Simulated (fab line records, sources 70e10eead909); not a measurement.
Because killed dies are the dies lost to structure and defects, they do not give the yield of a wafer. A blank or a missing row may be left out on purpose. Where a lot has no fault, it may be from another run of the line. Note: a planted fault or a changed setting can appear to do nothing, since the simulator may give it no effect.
fab line records -- flow nandHarc
record lots=12, wafers=36, lastDay=33
route steps=1302 shown P_M0@264 P_M1@292 END@1302
lots untouched by any fault: they come from a run of this same line in which no faults occurred
startH: hours from the record's first day to the start of the lot's first wafer shown -- waitH: hours elapsed since this lot's preceding step -- " unchanged from the row above -- L1.1+2: a row that stands for several wafers -- - no value, or no start given -- * or withheld: withheld -- < > ~ a bound
route shown NAME@n: names a module that has steps shown in the file, with the first one's number in the route -- usual: the fault-free wafers' mean and standard deviation -- same: alike in all rows -- chamber/n: place in a boat -- sites: the reading at each site -- _std_site: their standard deviation -- _edge_site: outer sites' mean less inner sites' -- radiusMm: for every site, how far away it sits from the centre of the wafer -- mask NAME#n: copy n -- behind: the most recent tool/chamber to have shaped the wafer -- hold: why the lot was held/for how many hours/how that ended -- device: names the non-switching transistor (n, p or np) -- end of line: tests of these same wafers at the route's end -- for a step that has no rows: nothing shown but its recipe -- killed: dies lost to structure and defects at the first sort, not the wafer's yield -- map: dies across one wafer; x = killed, . = not, _ = none there
set.NAME: the setting the step ran with; set.NAME@STEP: the setting that earlier step ran with -- model.NAME: the simulator's own value behind a step, which no gauge read
one table for each step of the route and one row for each wafer, over a sample of lots
services: a tool's chamber out of use, with start hour (startH, from the record's first day; less than 0 if before it), hours out, and reason
## steps
# step NHARC_P_M0_OVL_MEAS_10
# recipe pitchNm=180
# usual overlayXNm=0.0/0.84, overlayYNm=-0.2/0.89
lot.wafer,tool,chamber,startH,waitH,overlayXNm,overlayYNm
L788.1,overlay-02,-,102.81,-,-0.9,-0.8
L788.2,overlay-02,-,102.81,-,-0.7,-1.1
L788.3,overlay-02,-,102.81,-,-0.7,-1.6
L792.1,overlay-01,-,154.73,-,0.4,-0.1
L792.3,overlay-01,-,154.73,-,0.7,-0.2
L792.6,overlay-01,-,154.73,-,0.8,-0.6
L795.2,overlay-02,-,174.38,-,0.1,-0.1
L795.3,overlay-02,-,174.38,-,0.0,0.1
L795.4,overlay-02,-,174.38,-,0.1,-0.2
L798.2,overlay-02,-,209.17,-,-0.3,-1.4
L798.4,overlay-02,-,209.17,-,0.1,-2.3
L798.6,overlay-02,-,209.17,-,-0.4,-1.6
L799.1,overlay-02,-,213.26,-,0.6,-1.2
L799.2,overlay-02,-,213.26,-,0.9,-0.6
L799.6,overlay-02,-,213.26,-,0.6,-0.7
L800.1,overlay-01,-,224.84,-,0.8,0.2
L800.2,overlay-01,-,224.84,-,1.4,0.0
L800.5,overlay-01,-,224.84,-,1.5,0.6
L805.1,overlay-02,-,280.87,-,1.3,-1.5
L805.2,overlay-02,-,280.87,-,1.0,-1.6
L805.5,overlay-02,-,280.87,-,1.1,-1.7
L806.2,overlay-01,-,285.91,-,-0.7,0.8
L806.5,overlay-01,-,285.91,-,-1.3,0.7
L806.6,overlay-01,-,285.91,-,-1.3,1.0
L807.1,overlay-02,-,300.65,-,-1.1,0.9
L807.2,overlay-02,-,300.65,-,-0.4,1.0
L807.6,overlay-02,-,300.65,-,-0.8,1.2
L808.2,overlay-02,-,305.02,-,-1.0,0.0
L808.3,overlay-02,-,305.02,-,-1.0,-0.6
L808.6,overlay-02,-,305.02,-,-1.2,0.5
L809.1,overlay-02,-,317.46,-,-0.6,0.9
L809.3,overlay-02,-,317.46,-,0.2,0.4
L809.4,overlay-02,-,317.46,-,-0.5,0.7
L810.1,overlay-02,-,323.45,-,-0.3,0.2
L810.3,overlay-02,-,323.45,-,-0.2,0.0
L810.6,overlay-02,-,323.45,-,-0.1,0.2
# step NHARC_P_M0_PVD_21
# recipe targetThkA=300, chamberPressurePa=5, powerW=5000, substrateTempC=30, timeS=20.49, material=Cu
# usual throttleValvePct=30.2/1.3
# same timeS=20.49
lot.wafer,tool,chamber,startH,waitH,throttleValvePct
L788.1,pvdSputter-01,-,-,-,30.5
L788.2,pvdSputter-01,-,-,-,30.7
L788.3,pvdSputter-01,-,-,-,32.9
L792.3,pvdSputter-01,-,-,-,33.2
L792.1,pvdSputter-01,-,-,-,28.2
L792.6,pvdSputter-01,-,-,-,30.7
L795.4,pvdSputter-01,-,-,-,28.1
L795.3,pvdSputter-01,-,-,-,30.6
L795.2,pvdSputter-01,-,-,-,32.7
L798.2,pvdSputter-03,-,-,-,30.5
L798.4,pvdSputter-03,-,-,-,29.9
L798.6,pvdSputter-03,-,-,-,29.3
L799.1,pvdSputter-03,-,-,-,29.1
L799.2,pvdSputter-03,-,-,-,30.2
L799.6,pvdSputter-03,-,-,-,29.4
L800.1,pvdSputter-01,-,-,-,28.6
L800.2,pvdSputter-01,-,-,-,32.9
L800.5,pvdSputter-01,-,-,-,29.8
L805.1,pvdSputter-03,-,-,-,29.9
L805.2,pvdSputter-03,-,-,-,30.2
L805.5,pvdSputter-03,-,-,-,29.4
L806.2,pvdSputter-03,-,-,-,30.0
L806.5,pvdSputter-03,-,-,-,29.5
L806.6,pvdSputter-03,-,-,-,30.0
L807.1,pvdSputter-02,-,-,-,31.1
L807.2,pvdSputter-02,-,-,-,30.6
L807.6,pvdSputter-02,-,-,-,31.0
L808.2,pvdSputter-01,-,-,-,32.8
L808.3,pvdSputter-01,-,-,-,29.5
L808.6,pvdSputter-01,-,-,-,28.9
L809.3,pvdSputter-01,-,-,-,29.7
L809.1,pvdSputter-01,-,-,-,30.0
L809.4,pvdSputter-01,-,-,-,33.1
L810.1,pvdSputter-01,-,-,-,32.9
L810.3,pvdSputter-01,-,-,-,29.8
L810.6,pvdSputter-01,-,-,-,29.9
# step NHARC_P_M0_CMP_23
# recipe tOverpolishS=20, targetThkNm=117.54
# usual motorCurrentA=12.0/1.2, timeToEndpointS=28.9/2.1
lot.wafer,tool,chamber,startH,waitH,motorCurrentA,timeToEndpointS
L788.2,cmp-04,1,104.94,-,12.0,25.7
L788.1,cmp-04,3,104.94,-,11.7,26.2
L788.3,cmp-04,0,104.94,-,12.7,26.2
L792.3,cmp-02,0,156.87,-,10.7,27.5
L792.1,cmp-02,2,156.87,-,11.5,28.9
L792.6,cmp-02,0,156.87,-,11.4,28.1
L795.2,cmp-04,1,176.49,-,11.4,27.7
L795.3,cmp-04,3,176.49,-,12.4,26.9
L795.4,cmp-04,0,176.49,-,12.7,25.9
L798.2,cmp-02,0,211.41,-,11.3,31.8
L798.4,cmp-02,1,211.41,-,9.7,30.9
L798.6,cmp-02,2,211.41,-,12.1,33.2
L799.1,cmp-01,0,215.40,-,13.8,28.4
L799.2,cmp-01,3,215.40,-,12.8,28.8
L799.6,cmp-01,0,215.40,-,13.8,28.4
L800.1,cmp-01,2,226.97,-,12.4,29.3
L800.2,cmp-01,0,226.97,-,14.0,27.6
L800.5,cmp-01,3,226.97,-,13.4,30.7
L805.1,cmp-01,3,282.96,-,13.3,28.5
L805.2,cmp-01,1,282.96,-,10.9,28.8
L805.5,cmp-01,3,282.96,-,12.7,28.6
L806.2,cmp-02,0,288.21,-,11.6,32.9
L806.5,cmp-02,1,288.21,-,9.3,33.2
L806.6,cmp-02,2,288.21,-,12.1,33.8
L807.2,cmp-01,2,302.80,-,12.7,27.1
L807.1,cmp-01,1,302.80,-,10.6,28.0
L807.6,cmp-01,3,302.80,-,12.4,30.8
L808.2,cmp-04,2,307.39,-,11.7,28.6
L808.3,cmp-04,3,307.39,-,12.3,29.9
L808.6,cmp-04,3,307.39,-,12.2,29.7
L809.4,cmp-01,0,319.83,-,13.5,29.4
L809.1,cmp-01,1,319.83,-,11.8,28.3
L809.3,cmp-01,2,319.83,-,13.3,31.9
L810.3,cmp-01,3,325.76,-,13.4,27.9
L810.1,cmp-01,0,325.76,-,14.8,26.9
L810.6,cmp-01,2,325.76,-,12.7,27.5
# step NHARC_P_M1_EXPOSE_06
# recipe na=1.35, targetCdNm=130, doseMj=81.88, maskId=P_M1
lot.wafer,tool,chamber,startH,waitH,mask
L788.1+2+3,arfiScanner-03,0,106.67,-,P_M1#0
L792.1+3+6,arfiScanner-02,0,158.45,-,P_M1#0
L795.2+3+4,arfiScanner-02,0,178.10,-,P_M1#0
L798.2+4+6,arfiScanner-03,0,213.31,-,P_M1#0
L799.1+2+6,arfiScanner-02,0,217.10,-,P_M1#0
L800.1+2+5,arfiScanner-02,0,228.74,-,P_M1#0
L805.1+2+5,arfiScanner-01,0,284.55,-,P_M1#0
L806.2+5+6,arfiScanner-03,0,289.85,-,P_M1#0
L807.1+2+6,arfiScanner-03,0,304.39,-,P_M1#0
L808.2+3+6,arfiScanner-01,0,309.12,-,P_M1#0
L809.1+3+4,arfiScanner-03,0,321.55,-,P_M1#0
L810.1+3+6,arfiScanner-02,0,327.46,-,P_M1#0
# step NHARC_P_M1_CD_MEAS_09
# recipe targetCdNm=130, landingEnergyEv=500
# usual cdNm=130.2/0.58
lot.wafer,tool,chamber,startH,waitH,cdNm
L788.1,cdSem-02,0,106.81,-,130.9
L788.2,cdSem-02,0,106.81,-,130.0
L788.3,cdSem-02,0,106.81,-,130.0
L792.1,cdSem-01,0,158.59,-,130.2
L792.3,cdSem-01,0,158.59,-,130.8
L792.6,cdSem-01,0,158.59,-,130.2
L795.2,cdSem-01,0,178.23,-,130.3
L795.3,cdSem-01,0,178.23,-,130.5
L795.4,cdSem-01,0,178.23,-,130.7
L798.2,cdSem-03,0,213.45,-,131.1
L798.4,cdSem-03,0,213.45,-,130.8
L798.6,cdSem-03,0,213.45,-,131.0
L799.1,cdSem-02,0,217.24,-,133.7
L799.2,cdSem-02,0,217.24,-,133.1
L799.6,cdSem-02,0,217.24,-,130.9
L800.1,cdSem-02,0,228.88,-,135.9
L800.2,cdSem-02,0,228.88,-,134.7
L800.5,cdSem-02,0,228.88,-,132.2
L805.1,cdSem-03,0,284.69,-,129.3
L805.2,cdSem-03,0,284.69,-,129.9
L805.5,cdSem-03,0,284.69,-,130.2
L806.2,cdSem-01,0,290.00,-,131.4
L806.5,cdSem-01,0,290.00,-,131.1
L806.6,cdSem-01,0,290.00,-,131.0
L807.1,cdSem-01,0,304.53,-,129.5
L807.2,cdSem-01,0,304.53,-,130.2
L807.6,cdSem-01,0,304.53,-,129.8
L808.2,cdSem-02,0,309.26,-,129.9
L808.3,cdSem-02,0,309.26,-,129.6
L808.6,cdSem-02,0,309.26,-,130.2
L809.1,cdSem-02,0,321.69,-,130.2
L809.3,cdSem-02,0,321.69,-,129.3
L809.4,cdSem-02,0,321.69,-,130.1
L810.1,cdSem-02,0,327.60,-,129.7
L810.3,cdSem-02,0,327.60,-,129.2
L810.6,cdSem-02,0,327.60,-,130.1
# step NHARC_END_SORT_01
# recipe tempC=25
# usual defectLimitedYield=92.3/2.2, killedAtArray=47/14, killedAtOther=0.5/0.72, killedAtPeriphery=4/3.1, killedDies=52/15, killedOpen=3.2/1.9, killedShort=2.4/1.7, sort_bin_2_pct=2.7/1.1, sort_bin_3_pct=0.6/0.34, sort_bin_4_pct=4.4/1.3, sortNPass=625/15, sortRimYieldPct=90/4.3, sortYieldPct=92.3/2.2
# same grossDies=677, sort_bin_5_pct[%]=0, sort_bin_6_pct[%]=0, sort_bin_7_pct[%]=0, sort_bin_8_pct[%]=0, sortRimNGross=106.00
lot.wafer,tool,chamber,startH,waitH,defectLimitedYield[%],killedAtArray,killedAtOther,killedAtPeriphery,killedDies,killedOpen,killedShort,sort_bin_2_pct[%],sort_bin_3_pct[%],sort_bin_4_pct[%],sortNPass,sortRimYieldPct[%],sortYieldPct[%]
L788.1,prober-01,0,539.27,2.5,89.1,69,1,4,74,4,2,4.9,0.7,5.3,603,91,89.1
L788.2,prober-01,0,540.07,2.8,88.2,73,0,7,80,1,5,4.6,1.3,5.9,597,86,88.2
L788.3,prober-01,0,540.86,3.1,90.8,57,1,4,62,1,2,3.5,0.7,4.9,615,96,90.8
L795.2,prober-02,0,621.42,2.8,92.0,44,1,9,54,5,1,2.4,0.3,5.3,623,89,92.0
L795.3,prober-02,0,622.22,3.1,93.8,33,2,7,42,1,6,2.4,0.1,3.7,635,92,93.8
L795.4,prober-02,0,623.02,3.4,91.6,53,2,2,57,2,2,3.5,0.9,4.0,620,99,91.6
L799.1,prober-01,0,750.85,2.4,92.5,42,0,9,51,1,1,3.2,0.6,3.7,626,98,92.5
L799.2,prober-01,0,751.65,2.8,94.7,32,1,3,36,4,0,1.2,0.6,3.5,641,91,94.7
L799.6,prober-01,0,754.85,4.0,92.6,41,0,9,50,6,0,3.1,0.6,3.7,627,98,92.6
L798.2,prober-01,0,759.50,2.8,92.2,47,1,5,53,6,4,3.7,0.9,3.2,624,90,92.2
L798.4,prober-01,0,761.09,3.4,93.2,41,2,3,46,1,0,2.5,0.7,3.5,631,91,93.2
L798.6,prober-01,0,762.68,4.0,92.8,45,0,4,49,1,4,2.7,0.3,4.3,628,84,92.8
L800.1,prober-02,0,761.09,2.5,94.7,32,0,4,36,5,2,1.9,0.3,3.1,641,91,94.7
L800.2,prober-02,0,761.89,2.8,94.2,36,0,3,39,1,0,2.1,0.1,3.5,638,92,94.2
L800.5,prober-02,0,764.27,3.7,95.4,29,0,2,31,2,2,0.9,0.3,3.4,646,92,95.4
L805.1,prober-02,0,776.60,2.5,92.3,50,0,2,52,6,2,2.8,0.9,4.0,625,89,92.3
L805.2,prober-02,0,777.40,2.8,91.1,55,0,5,60,1,3,3.7,0.7,4.4,617,94,91.1
L805.5,prober-02,0,779.81,3.7,90.1,63,0,4,67,9,3,3.1,0.4,6.4,610,93,90.1
L806.2,prober-01,0,782.81,2.8,89.2,61,2,10,73,1,1,3.7,1.3,5.8,604,82,89.2
L806.5,prober-01,0,785.24,3.7,91.7,49,2,5,56,3,3,3.7,0.6,4.0,621,91,91.7
L806.6,prober-01,0,786.04,4.0,94.1,33,1,6,40,1,1,3.0,0.3,2.7,637,85,94.1
L808.2,prober-02,0,785.21,2.8,91.9,52,1,2,55,1,4,2.5,0.3,5.3,622,86,91.9
L808.3,prober-02,0,786.00,3.1,93.2,35,2,9,46,5,3,2.2,0.6,4.0,631,86,93.2
L808.6,prober-02,0,788.37,3.9,92.6,44,0,6,50,1,3,1.9,1.0,4.4,627,86,92.6
L807.1,prober-01,0,789.90,2.5,91.7,53,0,3,56,5,0,3.4,0.3,4.6,621,91,91.7
L807.2,prober-01,0,790.69,2.8,93.4,44,0,1,45,1,2,2.1,0.6,4.0,632,87,93.4
L807.6,prober-01,0,793.88,4.0,92.8,47,0,2,49,5,2,2.8,0.6,3.8,628,90,92.8
# killed by level:class
L788.1 A_CHANNEL_HOLE_D2:chamberFilmFlake=31 A_CHANNEL_HOLE_D1:chamberFilmFlake=28 A_M1:geometricParticle:open=2 A_STAIRCASE:chamberFilmFlake=2 A_CONTACT:chamberFilmFlake=2 P_GATE:geometricParticle:short=1 A_DECK1_JOINT:geometricParticle:short=1 A_WL_FILL:geometricParticle:open=1
L788.2 A_CHANNEL_HOLE_D1:chamberFilmFlake=37 A_CHANNEL_HOLE_D2:chamberFilmFlake=26 P_GATE:chamberFilmFlake=4 A_WL_FILL:geometricParticle:short=2 A_WL_FILL:chamberFilmFlake=2 P_STI:geometricParticle:short=1 A_CHANNEL_FILL_D1:geometricParticle:short=1 A_DECK1_JOINT:geometricParticle:short=1
L788.3 A_CHANNEL_HOLE_D1:chamberFilmFlake=28 A_CHANNEL_HOLE_D2:chamberFilmFlake=21 A_CHANNEL_FILL_D2:geometricParticle:short=2 P_M0:chamberFilmFlake=2 A_CONTACT:chamberFilmFlake=2 A_WL_FILL:geometricParticle:open=1 P_ZERO_WELL:chamberFilmFlake=1 P_GATE:chamberFilmFlake=1
L795.2 A_CHANNEL_HOLE_D2:chamberFilmFlake=23 A_CONTACT:chamberFilmFlake=5 P_ZERO_WELL:chamberFilmFlake=3 P_M2:chamberFilmFlake=3 A_CHANNEL_HOLE_D1:chamberFilmFlake=3 P_M0:geometricParticle:open=2 A_ZERO_WELL:chamberFilmFlake=2 A_CHANNEL_FILL_D2:chamberFilmFlake=2
L795.3 A_CHANNEL_HOLE_D2:chamberFilmFlake=23 A_CHANNEL_FILL_D2:chamberFilmFlake=3 P_CONTACT:geometricParticle:short=2 A_ONON_D2:geometricParticle:short=2 A_CHANNEL_HOLE_D1:chamberFilmFlake=2 THIN_TSV:chamberFilmFlake=2 P_GATE:geometricParticle:short=1 P_CONTACT:geometricParticle:open=1
L795.4 A_CHANNEL_HOLE_D2:chamberFilmFlake=38 A_CHANNEL_FILL_D2:chamberFilmFlake=4 A_CHANNEL_HOLE_D1:chamberFilmFlake=2 A_SLIT:chamberFilmFlake=2 A_CONTACT:chamberFilmFlake=2 A_CHANNEL_HOLE_D1:geometricParticle:open=1 A_CHANNEL_FILL_D1:geometricParticle:open=1 A_SGD_CUT:geometricParticle:short=1
L799.1 A_CHANNEL_HOLE_D1:chamberFilmFlake=33 P_CONTACT:chamberFilmFlake=4 A_M0:chamberFilmFlake=3 P_ZERO_WELL:chamberFilmFlake=2 P_STI:chamberFilmFlake=2 A_WL_FILL:chamberFilmFlake=2 P_CONTACT:geometricParticle:open=1 A_CHANNEL_FILL_D1:geometricParticle:short=1
L799.2 A_CHANNEL_HOLE_D1:chamberFilmFlake=20 A_SLIT:chamberFilmFlake=3 A_WL_FILL:chamberFilmFlake=3 P_M2:geometricParticle:open=1 A_ONON_D1:geometricParticle:open=1 A_STAIRCASE:geometricParticle:open=1 STARTING-WAFER:geometricParticle:open=1 P_ZERO_WELL:chamberFilmFlake=1
L799.6 A_CHANNEL_HOLE_D1:chamberFilmFlake=29 P_CONTACT:chamberFilmFlake=4 P_ZERO_WELL:chamberFilmFlake=3 A_CONTACT:geometricParticle:open=2 A_M0:geometricParticle:open=2 A_WL_FILL:chamberFilmFlake=2 A_M0:chamberFilmFlake=2 P_M2:geometricParticle:open=1
L798.2 A_SLIT:chamberFilmFlake=23 A_CHANNEL_HOLE_D2:chamberFilmFlake=10 A_CHANNEL_HOLE_D1:chamberFilmFlake=4 P_CONTACT:geometricParticle:open=2 A_ONON_D2:geometricParticle:short=2 A_ONON_D2:geometricParticle:open=2 P_CONTACT:chamberFilmFlake=2 A_DECK1_JOINT:geometricParticle:short=1
L798.4 A_SLIT:chamberFilmFlake=31 A_CHANNEL_HOLE_D2:chamberFilmFlake=5 P_CONTACT:chamberFilmFlake=2 A_CHANNEL_HOLE_D1:chamberFilmFlake=2 A_CONTACT:chamberFilmFlake=2 THIN_TSV:chamberFilmFlake=2 P_CONTACT:geometricParticle:open=1 A_ZERO_WELL:chamberFilmFlake=1
L800.1 A_SLIT:chamberFilmFlake=16 A_CHANNEL_HOLE_D1:chamberFilmFlake=3 A_CHANNEL_FILL_D1:chamberFilmFlake=3 A_M1:chamberFilmFlake=3 A_ONON_D2:geometricParticle:open=2 P_CONTACT:geometricParticle:open=1 P_M0:geometricParticle:open=1 A_ONON_D1:geometricParticle:short=1
L800.2 A_SLIT:chamberFilmFlake=21 A_CHANNEL_HOLE_D1:chamberFilmFlake=5 A_CONTACT:chamberFilmFlake=5 P_BONDPAD:chamberFilmFlake=2 A_CHANNEL_FILL_D1:geometricParticle:open=1 P_ZERO_WELL:chamberFilmFlake=1 A_CHANNEL_FILL_D1:chamberFilmFlake=1 A_DECK1_JOINT:chamberFilmFlake=1
L798.6 A_SLIT:chamberFilmFlake=25 A_CHANNEL_HOLE_D2:chamberFilmFlake=6 A_CHANNEL_HOLE_D1:chamberFilmFlake=3 P_ZERO_WELL:chamberFilmFlake=2 P_CONTACT:chamberFilmFlake=2 A_ZERO_WELL:chamberFilmFlake=2 A_CONTACT:chamberFilmFlake=2 A_CHANNEL_FILL_D1:geometricParticle:short=1
L800.5 A_SLIT:chamberFilmFlake=8 A_CHANNEL_HOLE_D1:chamberFilmFlake=5 A_WL_FILL:chamberFilmFlake=4 A_CONTACT:chamberFilmFlake=4 A_CHANNEL_FILL_D1:chamberFilmFlake=2 A_STAIRCASE:chamberFilmFlake=2 P_CONTACT:geometricParticle:short=1 A_DECK1_JOINT:geometricParticle:short=1
L805.1 A_CHANNEL_HOLE_D1:chamberFilmFlake=25 A_STAIRCASE:chamberFilmFlake=6 A_SLIT:chamberFilmFlake=6 A_CONTACT:chamberFilmFlake=2 A_CHANNEL_FILL_D1:geometricParticle:open=2 A_SGD_CUT:geometricParticle:open=2 P_CONTACT:geometricParticle:open=1 A_CHANNEL_HOLE_D1:geometricParticle:short=1
L805.2 A_CHANNEL_HOLE_D1:chamberFilmFlake=33 A_STAIRCASE:chamberFilmFlake=7 A_DECK1_JOINT:chamberFilmFlake=4 P_GATE:chamberFilmFlake=3 A_SLIT:chamberFilmFlake=3 A_CHANNEL_FILL_D1:geometricParticle:short=2 A_CHANNEL_FILL_D1:chamberFilmFlake=2 A_WL_FILL:chamberFilmFlake=2
L805.5 A_CHANNEL_HOLE_D1:chamberFilmFlake=35 A_STAIRCASE:chamberFilmFlake=9 A_WL_FILL:chamberFilmFlake=4 A_SLIT:chamberFilmFlake=3 P_M0:geometricParticle:open=2 A_ONON_D1:geometricParticle:open=2 A_CHANNEL_FILL_D2:geometricParticle:short=2 P_GATE:geometricParticle:short=1
L806.2 A_SLIT:chamberFilmFlake=25 A_CHANNEL_HOLE_D2:chamberFilmFlake=16 A_CHANNEL_HOLE_D1:chamberFilmFlake=9 P_M2:chamberFilmFlake=8 A_CONTACT:chamberFilmFlake=5 A_DECK1_JOINT:chamberFilmFlake=2 A_CHANNEL_FILL_D2:geometricParticle:open=1 A_M0:geometricParticle:short=1
L808.2 A_CHANNEL_HOLE_D1:chamberFilmFlake=19 A_CHANNEL_HOLE_D2:chamberFilmFlake=16 A_SLIT:chamberFilmFlake=6 A_ONON_D2:geometricParticle:short=2 A_CONTACT:chamberFilmFlake=2 A_ONON_D1:geometricParticle:open=1 A_ONON_D1:geometricParticle:short=1 A_WL_FILL:geometricParticle:short=1
L806.5 A_SLIT:chamberFilmFlake=17 A_CHANNEL_HOLE_D2:chamberFilmFlake=15 A_CHANNEL_HOLE_D1:chamberFilmFlake=6 A_CONTACT:chamberFilmFlake=3 A_STAIRCASE:chamberFilmFlake=3 P_M2:chamberFilmFlake=2 HYBRID_BOND:chamberFilmFlake=2 P_STI:geometricParticle:open=1
L808.3 A_SLIT:chamberFilmFlake=10 A_CHANNEL_HOLE_D1:chamberFilmFlake=9 A_CHANNEL_HOLE_D2:chamberFilmFlake=9 P_STI:chamberFilmFlake=2 P_M1:chamberFilmFlake=2 A_CONTACT:chamberFilmFlake=2 THIN_TSV:chamberFilmFlake=2 P_CONTACT:geometricParticle:open=1
L806.6 A_SLIT:chamberFilmFlake=12 A_CHANNEL_HOLE_D2:chamberFilmFlake=6 A_CHANNEL_HOLE_D1:chamberFilmFlake=5 A_CONTACT:chamberFilmFlake=4 P_M2:chamberFilmFlake=3 P_GATE:chamberFilmFlake=2 A_DECK1_JOINT:chamberFilmFlake=2 A_STAIRCASE:chamberFilmFlake=2
L808.6 A_CHANNEL_HOLE_D1:chamberFilmFlake=13 A_CHANNEL_HOLE_D2:chamberFilmFlake=12 A_SLIT:chamberFilmFlake=9 A_CONTACT:chamberFilmFlake=4 A_STAIRCASE:chamberFilmFlake=3 P_STI:chamberFilmFlake=2 P_STI:geometricParticle:short=1 P_CONTACT:geometricParticle:open=1
L807.1 A_CHANNEL_HOLE_D2:chamberFilmFlake=27 A_SLIT:chamberFilmFlake=9 A_CONTACT:chamberFilmFlake=6 A_CHANNEL_HOLE_D1:chamberFilmFlake=5 P_CONTACT:geometricParticle:open=2 A_ONON_D2:geometricParticle:open=1 A_CHANNEL_FILL_D2:geometricParticle:open=1 A_BLC:geometricParticle:open=1
L807.2 A_CHANNEL_HOLE_D1:chamberFilmFlake=20 A_CHANNEL_HOLE_D2:chamberFilmFlake=7 A_SLIT:chamberFilmFlake=7 A_STAIRCASE:chamberFilmFlake=3 A_CONTACT:chamberFilmFlake=3 A_CHANNEL_FILL_D2:chamberFilmFlake=2 P_M0:geometricParticle:open=1 A_SOURCE_PLATE:geometricParticle:short=1
L807.6 A_CHANNEL_HOLE_D2:chamberFilmFlake=18 A_CHANNEL_HOLE_D1:chamberFilmFlake=13 A_SLIT:chamberFilmFlake=5 A_CONTACT:chamberFilmFlake=3 P_GATE:geometricParticle:open=1 A_SOURCE_PLATE:geometricParticle:open=1 A_ONON_D1:geometricParticle:short=1 A_ONON_D1:geometricParticle:open=1
## services
tool,chamber,startH,hours,kind
cmp-04,-,89.78,2.6,repair
cmp-01,-,106.20,2.9,repair
cmp-04,-,107.94,1.0,repair
cmp-02,-,113.50,4.0,pm
arfiScanner-02,-,116.00,4.0,pm
pvdSputter-03,-,117.79,8.4,repair
arfiScanner-03,-,117.80,1.2,repair
arfiScanner-02,-,128.59,0.8,repair
cmp-01,-,134.06,29.9,repair
pvdSputter-03,-,146.00,10.0,pm
arfiScanner-03,-,155.96,2.4,repair
pvdSputter-01,-,157.11,2.4,repair
arfiScanner-02,-,170.72,0.9,repair
arfiScanner-03,-,172.00,4.0,pm
arfiScanner-02,-,188.56,0.4,repair
pvdSputter-01,-,189.52,0.5,repair
pvdSputter-01,-,202.00,10.0,pm
arfiScanner-03,-,217.60,1.0,repair
arfiScanner-03,-,250.25,5.1,repair
cmp-01,-,250.66,1.9,repair
cmp-01,-,261.92,4.0,pm
arfiScanner-02,-,288.00,4.0,pm
cmp-01,-,309.94,1.3,repair
pvdSputter-03,-,324.00,10.0,pm
## key
firstSign step=NHARC_P_M1_CD_MEAS_09, reading=cdNm, direction=up, sigmas=5.6, usual=130.2, struck=133.4, wafersMoved=5, through=controlLoop
effect none on later readings
metAt NHARC_P_M1_EXPOSE_06
struckLots L799,L800
loopTrim step=NHARC_P_M1_EXPOSE_06, setting=dose, lots=L800
notActingAt NHARC_P_M0_OVL_MEAS_10,NHARC_P_M0_PVD_21,NHARC_P_M0_CMP_23
onsetBetween 178.10 217.10
fault kind=processParameterDrift, tool=arfiScanner-02, chamber=-, onsetH=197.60, steps=NHARC_P_M1_EXPOSE_06, channel=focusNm, offset=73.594, spreadByWafer=0.3, shape=step, endH=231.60
# loopTrim: a control loop set the setting to another value than it would have without faults
